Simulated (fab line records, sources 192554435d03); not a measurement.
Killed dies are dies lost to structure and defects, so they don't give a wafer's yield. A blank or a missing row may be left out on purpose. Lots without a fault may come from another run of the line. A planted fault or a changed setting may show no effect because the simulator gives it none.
fab line records | flow n5_finfet
record lots=7 wafers=20 last_day=19
route steps=1938 shown BEOL_M6@1221 PASSIVATION@1936
lots that met no fault: from a run of the same line without faults
start_h: hours from the record's first day to the start of the lot's first wafer shown | wait_h: hours since the lot's step before | " the same as in the row above | L1.1+2: a row that stands for several wafers | - no value, or no start given | * or withheld: withheld | < > ~ a bound
route shown NAME@n: a module of which the file shows steps, and the number in the route of the first | usual: mean/standard deviation of fault-free wafers | same: alike in all rows | chamber/n: place in a boat | sites: the reading at each site | _std_site: their standard deviation | _edge_site: outer sites' mean less inner sites' | radius_mm: how far each site lies from the wafer's centre | mask NAME#n: copy n | behind: the tool/chamber that last shaped the wafer | hold: why the lot was held/for how many hours/how that ended | device: the transistor (n, p or np) that didn't switch | end of line: the same wafers' tests at the end of the route | a step without rows: its recipe alone | killed: dies lost to structure and defects at the first sort, not the wafer's yield | map: a wafer's dies, x killed, . not, _ none there
set.NAME: the setting as run; set.NAME@STEP: as run at that earlier step | model.NAME: the simulator's own value behind a step, which no gauge read
lots at some steps of the route; a table a step, a row a wafer
services: from which hour (start_h, from the record's first day; less than 0 if before it) a tool's chamber was out of use, for how many hours, and why
## steps
# step N5_BEOL_M6_COAT_22
# recipe resist=CAR-EUV spin_rpm=1500 resist_thk_nm=30
# step N5_BEOL_M6_EBR_24
# recipe solvent=PGMEA ebr_width_mm=1.5
# step N5_BEOL_M6_SOFTBAKE_23
# recipe temp_c=110 time_s=60 resist=CAR-EUV
# step N5_BEOL_M6_EXPOSE_25
# recipe mask_id=V5 na=0.33 source_shape=annular sigma_inner=0.4 sigma_outer=0.8 polarization=unpolarized target_cd_nm=40 dose_mj=45
# step N5_BEOL_M6_PEB_26
# recipe peb_temp_c=100 peb_time_s=60 resist=CAR-EUV
# step N5_BEOL_M6_DEVELOP_27
# recipe develop_time_s=30 developer=TMAH resist=CAR-EUV rinse_liquid=surfactant_rinse dry=air_spin dev_temp_c=23
# step N5_BEOL_M6_CD_MEAS_28
# recipe target_cd_nm=40 landing_energy_ev=500 detector=se_inlens
# usual cd_nm=39.97/0.24
# columns lot.wafer tool chamber start_h wait_h cd_nm
L518.2 cd_sem-02 0 209.07 - 39.96
L518.3 " 0 " " 39.93
L518.5 " 0 " " 40.00
L520.1 cd_sem-01 0 216.28 - 39.70
L520.2 " 0 " " 39.62
L520.5 " 0 " " 39.66
L524.1 cd_sem-03 0 263.48 - 40.20
L524.3 " 0 " " 39.92
L524.5 " 0 " " 39.74
L526.3 cd_sem-03 0 272.95 - 39.93
L526.6 " 0 " " 40.39
L530.3 cd_sem-01 0 296.01 - 39.95
L530.5 " 0 " " 40.25
L530.6 " 0 " " 40.20
L536.2 cd_sem-03 0 348.38 - 40.15
L536.4 " 0 " " 40.22
L536.5 " 0 " " 39.32
L535.2 cd_sem-02 0 362.73 - 39.66
L535.5 " 0 " " 39.53
L535.6 " 0 " " 39.79
# step N5_BEOL_M6_OVL_MEAS_29
# recipe points_per_wafer=522
# usual V5_OVL=0.2/0.79
# columns lot.wafer tool chamber start_h wait_h V5_OVL[nm]
L518.2 overlay-01 0 209.11 0.0 0.0
L518.3 " 0 " " 1.7
L518.5 " 0 " " 0.6
L520.1 overlay-01 0 216.31 0.0 0.9
L520.2 " 0 " " -1.0
L520.5 " 0 " " 0.0
L524.1 overlay-02 0 263.51 0.0 1.0
L524.3 " 0 " " 0.9
L524.5 " 0 " " 1.1
L526.3 overlay-02 0 272.99 0.0 0.1
L526.6 " 0 " " -0.1
L530.3 overlay-02 0 296.05 0.0 0.0
L530.5 " 0 " " 0.1
L530.6 " 0 " " 0.1
L536.2 overlay-01 0 348.41 0.0 0.6
L536.4 " 0 " " 0.2
L536.5 " 0 " " 0.0
L535.2 overlay-02 0 362.76 0.0 0.3
L535.5 " 0 " " 0.9
L535.6 " 0 " " -0.2
# step N5_BEOL_M6_INSPECT_30
# recipe mode=adi inspect_instrument=brightfield
# usual raw_defect_count=410/110
# columns lot.wafer tool chamber start_h wait_h raw_defect_count
L518.2 defect_inspect-01 - 209.17 0.0 523
L518.3 " - " " 438
L518.5 " - " " 413
L520.1 defect_inspect-01 - 216.37 0.1 477
L520.2 " - " " 543
L520.5 " - " " 532
L524.1 defect_inspect-02 - 263.57 0.1 332
L524.3 " - " " 553
L524.5 " - " " 695
L526.3 defect_inspect-01 - 273.04 0.0 429
L526.6 " - " " 448
L530.3 defect_inspect-01 - 296.10 0.0 439
L530.5 " - " " 491
L530.6 " - " " 393
L536.2 defect_inspect-02 - 348.47 0.0 308
L536.4 " - " " 478
L536.5 " - " " 350
L535.2 defect_inspect-01 - 362.82 0.0 471
L535.5 " - " " 406
L535.6 " - " " 366
# step N5_BEOL_M6_DESCUM_33
# recipe chemistry=O2 time_s=7 source_power_w=50 bias_power_w=20 pressure_mtorr=20 rf_frequency_hz=2.712e+07 temp_c=40 resist=CAR-EUV o2_flow_sccm=225
# usual drypump_motor_current_A=5.6/0.33 oes_product_au=0.78/0.081 rf_fwd_power_W=49.47/0.2 rf_vpp_V=243.4/1.2 showerhead_plenum_p_Torr=2.12/0.053 throttle_valve_pct=20.51/0.25
# columns lot.wafer tool chamber start_h wait_h drypump_motor_current_A oes_product_au rf_fwd_power_W rf_hours_counter_h rf_vpp_V showerhead_plenum_p_Torr throttle_valve_pct
L518.2 rie_diel-03 0 209.20 0.0 5.3 0.97 49.75 1 243.9 2.15 20.54
L518.3 " 2 " " 6.3 0.72 49.71 215 243.2 2.10 20.67
L518.5 " 3 " " 5.1 0.73 49.42 - 244.1 2.10 20.55
L520.1 rie_diel-06 2 217.01 0.6 5.5 0.82 49.44 91 243.2 2.09 20.37
L520.2 " 3 " " 5.1 0.70 49.48 193 244.7 2.18 20.96
L520.5 " 3 " " 5.2 0.70 49.58 - 243.5 2.18 20.96
L524.1 rie_diel-03 3 263.61 0.0 5.1 0.71 49.22 193 243.5 2.09 20.59
L524.3 " 0 " " 5.3 0.88 49.63 22 244.0 2.14 20.57
L524.5 " 1 " " 5.8 0.75 48.98 - 242.3 2.12 20.54
L526.3 rie_diel-03 3 273.07 0.0 5.2 0.71 49.28 197 242.5 2.09 20.60
L526.6 " 1 " " 5.8 0.75 49.67 - 243.4 2.12 20.55
L530.3 rie_diel-03 1 296.48 0.4 5.8 0.75 49.56 159 244.3 2.12 20.56
L530.5 " 2 " " 6.3 0.68 49.52 - 243.0 2.09 20.73
L530.6 " 1 " " 5.8 0.75 49.55 - 243.8 2.12 20.56
L536.2 rie_diel-03 2 348.50 0.0 6.3 0.98 49.62 5 242.5 2.08 20.44
L536.4 " 1 " " 5.8 0.73 49.33 180 242.1 2.11 20.59
L536.5 " 2 " " 6.3 0.98 49.63 - 242.9 2.08 20.44
L535.2 rie_diel-03 1 362.98 0.2 5.8 0.72 49.27 183 244.1 2.11 20.60
L535.5 " 3 " " 5.1 0.68 49.52 - 242.1 2.08 20.64
L535.6 " 0 " " 5.3 0.84 49.47 - 243.3 2.13 20.62
# step N5_BEOL_M6_ETCH_72
# recipe chemistry=N2/H2 target=underlayer target_depth_a=65 mask_material=CAR-EUV time_s=5.2 ion_energy_ev=200 pressure_mtorr=30 source_w=840 bias_w=150 n2_flow_sccm=200 h2_flow_sccm=200 ends=cleared
# usual bias_w=150.0/0.46 drypump_motor_current_A=5.6/0.33 etch_rf_on_time_s=5.26/0.12 oes_product_au=0.66/0.067 rf_fwd_power_W=819.6/2.6 rf_vpp_V=524.7/2.1 showerhead_plenum_p_Torr=2.56/0.065 throttle_valve_pct=17.86/0.26
# columns lot.wafer tool chamber start_h wait_h bias_w drypump_motor_current_A etch_rf_on_time_s oes_product_au rf_fwd_power_W rf_hours_counter_h rf_vpp_V showerhead_plenum_p_Torr throttle_valve_pct
L518.2 rie_diel-03 0 209.24 0.0 149.6 5.3 5.29 0.80 823.3 1 527.0 2.58 17.58
L518.3 " 2 " " 149.8 6.3 5.51 0.59 816.9 215 521.1 2.50 17.78
L518.5 " 3 " " 150.0 5.2 5.25 0.61 821.5 - 523.3 2.55 17.98
L520.1 rie_diel-06 2 217.04 0.0 149.6 5.5 5.19 0.69 820.9 91 527.2 2.57 17.83
L520.2 " 3 " " 149.4 5.2 5.25 0.60 823.5 193 526.7 2.64 18.49
L520.5 " 3 " " 149.5 5.1 5.23 0.59 822.2 - 527.1 2.64 18.46
L524.1 rie_diel-03 3 263.64 0.0 150.6 5.1 5.30 0.60 815.5 193 526.9 2.54 18.01
L524.3 " 0 " " 150.2 5.4 5.32 0.76 814.5 22 525.6 2.57 17.63
L524.5 " 1 " " 150.8 5.8 5.28 0.63 819.2 - 523.8 2.53 17.69
L526.3 rie_diel-03 3 273.10 0.0 149.5 5.1 5.35 0.59 814.7 197 524.6 2.54 18.03
L526.6 " 1 " " 150.7 5.8 5.26 0.62 815.8 - 523.6 2.53 17.72
L530.3 rie_diel-03 1 296.52 0.0 150.2 5.8 5.33 0.62 818.4 159 522.1 2.52 17.71
L530.5 " 2 " " 150.0 6.2 5.56 0.57 819.2 - 523.8 2.49 17.84
L530.6 " 1 " " 149.4 5.8 5.30 0.62 819.7 - 523.0 2.52 17.69
L536.2 rie_diel-03 2 348.53 0.0 149.9 6.3 5.32 0.82 822.0 5 522.2 2.48 17.48
L536.4 " 1 " " 150.0 5.8 5.33 0.60 818.6 180 525.4 2.52 17.77
L536.5 " 2 " " 149.2 6.3 5.27 0.81 822.2 - 522.5 2.48 17.48
L535.2 rie_diel-03 1 363.02 0.0 150.0 5.8 5.24 0.61 818.8 183 522.3 2.51 17.75
L535.5 " 3 " " 151.2 5.1 5.27 0.58 820.1 - 523.2 2.52 18.09
L535.6 " 0 " " 150.7 5.3 5.29 0.70 817.3 - 525.3 2.55 17.71
# step N5_BEOL_M6_ETCH_65
# recipe chemistry=CF4 target=SiARC target_depth_a=156 mask_material=CAR-EUV time_s=26 ion_energy_ev=80 pressure_mtorr=40 source_w=545 bias_w=36 Ar_flow_sccm=100 cf4_flow_sccm=100 ends=cleared
# usual bias_w=35.97/0.11 drypump_motor_current_A=5.6/0.33 etch_rf_on_time_s=26.3/0.62 mfc_ar_sccm=100.00/0.29 oes_product_au=0.66/0.066 rf_fwd_power_W=533.0/2.3 rf_vpp_V=184.3/0.98 showerhead_plenum_p_Torr=2.16/0.048 throttle_valve_pct=15.65/0.23
# columns lot.wafer tool chamber start_h wait_h bias_w drypump_motor_current_A etch_rf_on_time_s mfc_ar_sccm oes_product_au rf_fwd_power_W rf_hours_counter_h rf_vpp_V showerhead_plenum_p_Torr throttle_valve_pct
L518.2 rie_diel-03 0 209.25 0.0 35.74 5.3 26.2 100.10 0.80 533.8 1 184.9 2.19 15.57
L518.3 " 2 " " 35.81 6.2 27.1 100.34 0.60 532.5 215 184.5 2.11 15.73
L518.5 " 3 " " 36.00 5.1 26.0 100.23 0.62 532.9 - 184.4 2.14 15.71
L520.1 rie_diel-06 2 217.06 0.0 36.17 5.5 25.5 100.25 0.69 533.8 91 185.2 2.16 15.59
L520.2 " 3 " " 36.03 5.1 26.2 99.94 0.60 535.8 193 184.9 2.23 16.11
L520.5 " 3 " " 35.99 5.1 26.0 100.22 0.60 535.1 - 185.8 2.23 16.10
L524.1 rie_diel-03 3 263.66 0.0 36.12 5.1 26.7 100.42 0.60 527.7 193 184.6 2.13 15.74
L524.3 " 0 " " 35.96 5.3 26.7 100.32 0.74 533.7 22 184.3 2.18 15.62
L524.5 " 1 " " 36.09 5.8 26.8 99.77 0.63 529.8 - 185.5 2.15 15.63
L526.3 rie_diel-03 3 273.12 0.0 35.90 5.1 26.6 100.01 0.60 530.9 197 184.1 2.13 15.76
L526.6 " 1 " " 36.05 5.8 26.3 99.36 0.63 530.5 - 183.1 2.15 15.63
L530.3 rie_diel-03 1 296.54 0.0 36.07 5.7 26.6 99.79 0.63 533.0 159 182.5 2.15 15.65
L530.5 " 2 " " 35.90 6.3 27.7 99.99 0.57 535.4 - 182.8 2.10 15.78
L530.6 " 1 " " 35.93 5.7 26.6 99.41 0.62 534.7 - 182.5 2.15 15.65
L536.2 rie_diel-03 2 348.55 0.0 35.90 6.3 26.5 100.14 0.83 538.9 5 183.0 2.10 15.32
L536.4 " 1 " " 36.01 5.7 26.7 99.77 0.60 528.5 180 183.8 2.14 15.67
L536.5 " 2 " " 35.89 6.3 26.5 100.24 0.82 537.1 - 184.8 2.10 15.33
L535.2 rie_diel-03 1 363.03 0.0 35.99 5.8 26.4 99.82 0.61 532.9 183 185.0 2.14 15.70
L535.5 " 3 " " 36.08 5.1 26.6 100.33 0.58 530.5 - 183.2 2.12 15.81
L535.6 " 0 " " 36.07 5.3 26.5 99.99 0.70 536.0 - 185.0 2.17 15.71
# step N5_BEOL_M6_ETCH_66
# recipe chemistry=N2/H2 target=SOC target_depth_a=800 overetch_a=160 mask_material=SiARC temp_c=40 time_s=120 ion_energy_ev=200 pressure_mtorr=30 source_w=840 bias_w=150 n2_flow_sccm=200 h2_flow_sccm=200
# usual bias_w=150.0/0.39 drypump_motor_current_A=5.6/0.33 oes_product_au=0.60/0.058 rf_fwd_power_W=836.2/2.6 rf_vpp_V=524.5/1.8 showerhead_plenum_p_Torr=2.56/0.065 throttle_valve_pct=17.82/0.26
# columns lot.wafer tool chamber start_h wait_h bias_w drypump_motor_current_A oes_product_au rf_fwd_power_W rf_hours_counter_h rf_vpp_V showerhead_plenum_p_Torr throttle_valve_pct model.SiARC_of_BEOL_M6_COAT_64.thk_nm model.BEOL_M6.cd_nm
L518.2 rie_diel-03 0 209.28 0.0 149.5 5.3 0.73 831.7 1 526.4 2.58 17.56 6.4 40
L518.3 " 2 " " 150.3 6.3 0.55 835.1 215 523.6 2.50 17.75 6.8 40
L518.5 " 3 " " 149.5 5.1 0.56 837.7 - 524.3 2.55 17.94 6.6 39.8
L520.1 rie_diel-06 2 217.08 0.0 149.7 5.5 0.62 835.0 92 523.8 2.57 17.81 6.2 39.8
L520.2 " 3 " " 150.2 5.1 0.54 840.3 193 525.6 2.64 18.43 6.6 39.8
L520.5 " 3 " " 149.9 5.1 0.54 838.8 - 526.8 2.64 18.42 6.6 39.8
L524.1 rie_diel-03 3 263.69 0.0 150.5 5.2 0.55 837.9 193 523.3 2.54 18.00 6.6 39.6
L524.3 " 0 " " 150.5 5.3 0.68 837.4 23 524.9 2.57 17.58 4 41
L524.5 " 1 " " 149.9 5.8 0.58 834.6 - 523.9 2.53 17.64 3.8 40.6
L526.3 rie_diel-03 3 273.15 0.0 150.3 5.1 0.55 835.5 197 524.3 2.54 18.00 4.2 40.8
L526.6 " 1 " " 150.1 5.8 0.57 836.9 - 523.8 2.53 17.65 6.4 39.8
L530.3 rie_diel-03 1 296.56 0.0 149.9 5.8 0.57 835.3 159 525.2 2.52 17.67 4 40.8
L530.5 " 2 " " 150.5 6.3 0.54 834.4 - 523.0 2.49 17.81 4.4 41
L530.6 " 1 " " 149.6 5.8 0.56 834.2 - 525.2 2.52 17.65 6.4 39.8
L536.2 rie_diel-03 2 348.58 0.0 149.7 6.3 0.74 833.9 5 523.1 2.48 17.46 6.4 40
L536.4 " 1 " " 149.7 5.8 0.55 835.3 180 524.3 2.52 17.71 6.4 39.8
L536.5 " 2 " " 149.7 6.3 0.75 834.9 - 522.7 2.48 17.45 6.6 39.8
L535.2 rie_diel-03 1 363.06 0.0 149.9 5.8 0.55 836.7 183 523.5 2.52 17.71 6.4 39.4
L535.5 " 3 " " 149.6 5.2 0.52 838.3 - 523.8 2.52 18.07 6.8 39.4
L535.6 " 0 " " 149.9 5.3 0.64 834.4 - 524.4 2.55 17.65 6.6 39.6
# step N5_BEOL_M6_STRIP_69
# recipe chemistry=N2/H2 temp_c=40 n2_flow_sccm=200 h2_flow_sccm=200 rf_frequency_hz=6e+07
# step N5_BEOL_M6_STRIP_73
# recipe chemistry=N2/H2 temp_c=40 n2_flow_sccm=200 h2_flow_sccm=200 rf_frequency_hz=6e+07
# step N5_BEOL_M6_VIA_ETCH_34
# recipe chemistry=C4F6/O2 target=SiCOH_lowk target_depth_a=1263 mask_material=SOC taper_deg=4 time_s=50.9 ion_energy_ev=250 pressure_mtorr=30 source_w=345 bias_w=185 Ar_flow_sccm=300 C4F6_flow_sccm=10 O2_flow_sccm=10
# usual bias_w=185.0/0.52 drypump_motor_current_A=5.6/0.33 mfc_ar_sccm=300.0/0.88 oes_product_au=0.78/0.079 rf_fwd_power_W=341.9/1.1 rf_vpp_V=667/12 showerhead_plenum_p_Torr=2.87/0.067 throttle_valve_pct=20.92/0.25
# columns lot.wafer tool chamber start_h wait_h bias_w drypump_motor_current_A mfc_ar_sccm oes_product_au rf_fwd_power_W rf_hours_counter_h rf_vpp_V showerhead_plenum_p_Torr throttle_valve_pct model.BEOL_M6.cd_nm
L518.2 rie_diel-03 0 209.38 0.0 185.7 5.3 301.2 0.95 341.0 2 670 2.94 21.09 40
L518.3 " 2 " " 184.7 6.3 300.3 0.71 342.0 215 669 2.81 20.91 39.8
L518.5 " 3 " " 185.4 5.1 299.1 0.72 341.9 - 659 2.84 20.90 39.6
L520.1 rie_diel-06 2 217.19 0.0 183.4 5.5 299.0 0.81 343.8 92 676 2.87 20.91 39.8
L520.2 " 3 " " 185.8 5.1 300.6 0.70 343.3 193 634 2.97 21.48 39.8
L520.5 " 3 " " 185.1 5.1 301.7 0.70 342.2 - 633 2.97 21.47 40
L524.1 rie_diel-03 3 263.79 0.0 185.2 5.1 299.8 0.71 342.3 194 662 2.83 20.94 39.6
L524.3 " 0 " " 184.3 5.3 299.9 0.87 343.3 23 669 2.93 21.14 41
L524.5 " 1 " " 184.6 5.8 299.2 0.74 341.2 - 685 2.84 20.77 40.4
L526.3 rie_diel-03 3 273.25 0.0 185.7 5.1 299.6 0.69 341.7 197 660 2.82 20.94 40.6
L526.6 " 1 " " 185.0 5.8 298.5 0.75 339.9 - 683 2.84 20.76 39.6
L530.3 rie_diel-03 1 296.67 0.0 185.1 5.8 298.4 0.75 341.6 159 685 2.83 20.80 40.6
L530.5 " 2 " " 184.6 6.3 298.9 0.68 341.8 - 671 2.79 20.94 40.8
L530.6 " 1 " " 185.2 5.8 298.3 0.75 340.5 - 685 2.83 20.80 39.6
L536.2 rie_diel-03 2 348.68 0.0 185.1 6.3 300.6 0.97 342.9 5 668 2.79 20.66 40
L536.4 " 1 " " 184.9 5.8 300.3 0.71 341.9 180 685 2.83 20.81 39.6
L536.5 " 2 " " 184.4 6.3 299.8 0.97 342.0 - 671 2.79 20.66 39.8
L535.2 rie_diel-03 1 363.16 0.0 184.4 5.8 298.5 0.72 341.7 183 685 2.82 20.82 39.2
L535.5 " 3 " " 184.9 5.1 300.9 0.68 342.4 - 661 2.81 20.98 39.2
L535.6 " 0 " " 185.4 5.3 301.4 0.82 341.8 - 667 2.91 21.19 39.6
# step N5_BEOL_M6_STRIP_76
# recipe chemistry=C4F6/O2 resist=SiARC rf_frequency_hz=6e+07
# step N5_PASSIVATION_PROBE_49
# usual defect_limited_yield=91.0/1.3 killed_at_M0_to_M3=33/10 killed_at_M4_up=14/5.6 killed_at_contacts=12/5.8 killed_at_front_end=43/11 killed_at_other=4.1/2.8 killed_dies=106/15 killed_open=70/12 killed_short=34/7.5 sort_bin_4_leakage=0.00/0.0099 sort_bin_5_function=5.3/0.88 sort_bin_6_memory=3.3/0.64 sort_n_pass=1074/15 sort_yield_pct=91.0/1.3
# same gross_dies=1180 killed_at_back_side=0 sort_bin_8_speed[%]=0
# columns lot.wafer tool chamber start_h wait_h defect_limited_yield[%] killed_at_M0_to_M3 killed_at_M4_up killed_at_contacts killed_at_front_end killed_at_other killed_dies killed_open killed_short sort_bin_4_leakage[%] sort_bin_5_function[%] sort_bin_6_memory[%] sort_n_pass sort_yield_pct[%]
L518.2 prober-01 - 299.00 0.1 89.4 43 17 7 56 2 125 82 38 0 5.8 4.2 1055 89.4
L518.3 prober-01 - 299.05 0.1 91.4 35 14 10 38 5 102 66 34 0 4.6 3.8 1078 91.4
L518.5 prober-01 - 299.15 0.2 91.4 34 22 5 39 1 101 62 32 0 5.2 3.0 1079 91.4
L520.1 prober-01 - 317.49 0.0 90.7 14 19 23 51 3 110 86 19 0 4.7 4.2 1070 90.7
L520.2 prober-01 - 317.54 0.1 90.3 26 10 17 59 3 115 80 33 0 5.8 3.8 1065 90.3
L520.5 prober-01 - 317.69 0.2 88.3 44 13 15 61 5 138 86 50 0 5.8 5.0 1042 88.3
# killed by level:class
L518.2 FIN_SAQP:geometric_particle:short=11 FIN_SAQP:geometric_particle:open=10 BEOL_M2:geometric_particle:open=10 STI_FIN_REVEAL:geometric_particle:open=9 BEOL_M3:geometric_particle:open=9 BEOL_M0_SAQP:geometric_particle:open=8 BEOL_M1:geometric_particle:open=8 BEOL_M4:geometric_particle:open=7
L518.3 MOL_CONTACT_COAG:geometric_particle:open=8 STI_FIN_REVEAL:geometric_particle:open=7 BEOL_M1:geometric_particle:open=7 BEOL_M0_SAQP:geometric_particle:short=6 STARTING-WAFER:geometric_particle:open=6 GATE_CUT:geometric_particle:short=5 BEOL_M3:geometric_particle:open=5 FIN_SAQP:geometric_particle:short=4
L518.5 STI_FIN_REVEAL:geometric_particle:open=9 BEOL_M4:geometric_particle:open=7 FIN_SAQP:geometric_particle:short=6 BEOL_M0_SAQP:geometric_particle:short=6 BEOL_M0_SAQP:geometric_particle:open=6 MOL_CONTACT_COAG:geometric_particle:open=5 BEOL_M3:geometric_particle:open=5 FIN_SAQP:geometric_particle:open=4
L520.1 MOL_CONTACT_COAG:geometric_particle:open=19 FIN_SAQP:geometric_particle:open=18 STI_FIN_REVEAL:geometric_particle:open=10 BEOL_M4:geometric_particle:open=10 FIN_SAQP:geometric_particle:short=6 DUMMY_GATE:geometric_particle:open=5 ILD0:geometric_particle:open=4 MOL_CONTACT_COAG:geometric_particle:short=4
L520.2 FIN_SAQP:geometric_particle:open=25 MOL_CONTACT_COAG:geometric_particle:open=16 FIN_SAQP:geometric_particle:short=11 BEOL_M2:geometric_particle:open=9 STI_FIN_REVEAL:geometric_particle:open=6 DUMMY_GATE:geometric_particle:open=4 STARTING-WAFER:geometric_particle:short=4 BEOL_M1:geometric_particle:open=3
L520.5 FIN_SAQP:geometric_particle:short=13 MOL_CONTACT_COAG:geometric_particle:open=13 FIN_SAQP:geometric_particle:open=12 BEOL_M0_SAQP:geometric_particle:short=11 BEOL_M0_SAQP:geometric_particle:open=10 STI_FIN_REVEAL:geometric_particle:open=9 BEOL_M1:geometric_particle:open=6 BEOL_M3:geometric_particle:open=6
## services
# columns tool chamber start_h hours kind
rie_diel-03 0 190.51 - clean
rie_diel-03 0 190.51 - consumable_replace:focus_ring
rie_diel-03 0 190.51 12.7 scheduled_down
rie_diel-03 0 190.51 12.7 vent_cycle
rie_diel-06 - 232.17 14.6 pm
rie_diel-03 2 263.59 3.8 repair
rie_diel-06 1 265.85 - clean
rie_diel-06 1 265.85 - consumable_replace:focus_ring
rie_diel-06 1 265.85 16.0 scheduled_down
rie_diel-06 1 265.85 16.0 vent_cycle
rie_diel-03 2 313.92 - clean
rie_diel-03 2 313.92 - consumable_replace:focus_ring
rie_diel-03 2 313.92 18.7 scheduled_down
rie_diel-03 2 313.92 18.7 vent_cycle
rie_diel-03 0 317.64 4.0 repair
rie_diel-03 1 354.52 4.8 repair
## key
first_sign none at tools or gauges
model_effect step=N5_BEOL_M6_ETCH_66 value=SiARC_of_BEOL_M6_COAT_64.thk_nm without=6.6 struck=4.08
model_effect step=N5_BEOL_M6_VIA_ETCH_34 value=BEOL_M6.cd_nm without=39.64 struck=40.68
met_at N5_BEOL_M6_ETCH_66
struck_wafers L524.3,L524.5,L526.3,L530.3,L530.5
onset_between 209.28 263.69
fault kind=process_parameter_drift tool=rie_diel-03 chamber=- onset_h=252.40 steps=N5_BEOL_M6_ETCH_66 channel=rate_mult offset=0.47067 shape=step end_h=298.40 scope=struck_wafers_only
